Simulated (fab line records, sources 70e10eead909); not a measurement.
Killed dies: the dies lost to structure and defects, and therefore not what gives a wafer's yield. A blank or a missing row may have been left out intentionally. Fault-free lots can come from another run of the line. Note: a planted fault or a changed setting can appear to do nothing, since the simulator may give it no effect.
Chamber matching | flow nand-harc | rie-diel-08 running NHARC_A_STAIRCASE_ETCH_292: 4 sister chambers
The step etches the open film in CF4/CHF3. 4 wafers are shown with their chamber, then 10 later ones without.

WAFERS, EACH WITH ITS CHAMBER
wafer  | chamber | showerhead-plenum-p-Torr (Torr)
L081.4 | 1       | 1.53
L088.3 | 3       | 1.47
L092.2 | 2       | 1.68
L092.3 | 0       | 1.47

WAFERS WITHOUT THEIR CHAMBER
wafer  | showerhead-plenum-p-Torr (Torr)
L092.6 | 1.47
L093.2 | 1.47
L093.3 | 1.46
L093.4 | 1.52
L095.2 | 1.46
L095.5 | 1.47
L095.6 | 1.46
L096.3 | 1.46
L096.4 | 1.67
L096.5 | 1.67

CHAMBER TAKEN BY EACH
wafer  | from the rows above     | in truth
L092.6 | can't be placed: 0 or 3 | 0
L093.2 | can't be placed: 0 or 3 | 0
L093.3 | can't be placed: 0 or 3 | 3
L093.4 | 1                       | 1
L095.2 | can't be placed: 0 or 3 | 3
L095.5 | can't be placed: 0 or 3 | 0
L095.6 | can't be placed: 0 or 3 | 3
L096.3 | can't be placed: 0 or 3 | 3
L096.4 | 2                       | 2
L096.5 | 2                       | 2
Correctly placed: 3 of 10. Cannot be placed on the basis of these rows: 7; the candidates contain the true chamber in 7. Placed wrongly: 0.
How it was worked out, from the rows above alone: a wafer's distance from a chamber is the root of the sum, over the readings, of the square of ((its reading less the chamber's mean) divided by the reading's scatter). The wafer belongs to the nearest chamber; if the next one is less than 2 further off, it can't be placed. The mean given for a chamber averages the wafers shown for that chamber. The scatter: with one shown wafer a chamber, the root of the mean of the squares of how far each hidden wafer lies from its nearest shown one.
